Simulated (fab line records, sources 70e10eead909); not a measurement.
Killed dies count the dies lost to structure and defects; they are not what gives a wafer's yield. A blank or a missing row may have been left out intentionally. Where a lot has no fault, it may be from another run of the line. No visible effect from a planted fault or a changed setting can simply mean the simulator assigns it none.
Code-filled problem report in 8D (eight disciplines) form	flow nand harc	the parts of the form that need people (team, actions taken, sign-off) are left out

1. THE ISSUE
Mean of killed at array at NHARC_END_SORT_01: 672 across 6 wafers in 2 lots; on wafers with no fault it is 29 (standard deviation 13). That puts it +49 standard deviations away from the usual mean.
The first sign was on wafer L924.1 at day 23 01:42, on prober-01. The record holds 6 wafers of 2 lots with a number at this step. The rule behind "out" and "out of limits": a value lying over 4 standard deviations away from the usual mean. Any other wafer with a number is counted as sound.

2. WHAT IT IS; WHAT IT IS NOT
question	is	is not
which readings at this step	killed at array, killed dies	killed at periphery, killed open
which lots	L924, L925	-
which wafers of those lots	all that have a number	-
read on which gauges	prober-01, prober-02	-
when	from day 23 01:42	up to then (0 sound wafers)

3. SUSPECTS, AND WHAT RULES EACH OUT
Counting: a tool at any process step up to the reading remains a suspect when it ran all the lots that are out and ran no sound lot after the first of those.
- ruled out: the gauge at NHARC_END_SORT_01. Those wafers that are out were read across 2 gauges (prober-01, prober-02).
- pecvd onon-03 at NHARC_A_ONON_D1_DEP_12 (target thk 1000 nm): kept. It ran every lot that is out, first L924 (day 11 03:22), and no sound lot after that.
After counting, what remains is pecvd onon-03 at NHARC_A_ONON_D1_DEP_12.

4. THE CAUSE (what the simulator had put in)
At NHARC_A_ONON_D1_DEP_12, the step was skipped entirely on pecvd onon-03 from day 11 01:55 on. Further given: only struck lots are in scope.
Counting left only this tool.

5. THE CHAIN OF EFFECTS, in route order
One row per reading whose mean, taken over the struck wafers that have a number, lies over 3 standard deviations from the usual. Only readings whose record carries a usual standard deviation are examined. hours: median over the lots of the time between each lot's start at the first step of this table that gives one and its start at this step. sigmas: the change, counted in usual standard deviations.
hours	step	reading	usual	on struck wafers	change	sigmas
0	NHARC_END_SORT_01	killed at array	29	672	+643	+49
0	NHARC_END_SORT_01	killed dies	33	677	+644	+50
Readings that are blank on the struck wafers while sound wafers have them: n2 flow sccm at NHARC_A_ONON_D1_DEP_12; n2o flow sccm at NHARC_A_ONON_D1_DEP_12; susceptor temp C at NHARC_A_ONON_D1_DEP_12.

6. HOW IT WOULD HAVE BEEN CAUGHT EARLIER
In this record the first reading out of limits at a measuring or inspecting step was taken at day 23 01:42, 288 hours after the fault began at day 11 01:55.
At NHARC_A_ONON_D1_DEP_12 the tool's readings are blank on the struck wafers, where sound wafers have them: an empty tool record is the first sign, and it was there at once.
By day 23 01:42, every lot that is out (2) had started NHARC_A_ONON_D1_DEP_12 on pecvd onon-03. None of them would have been spared by holding the tool at that moment.
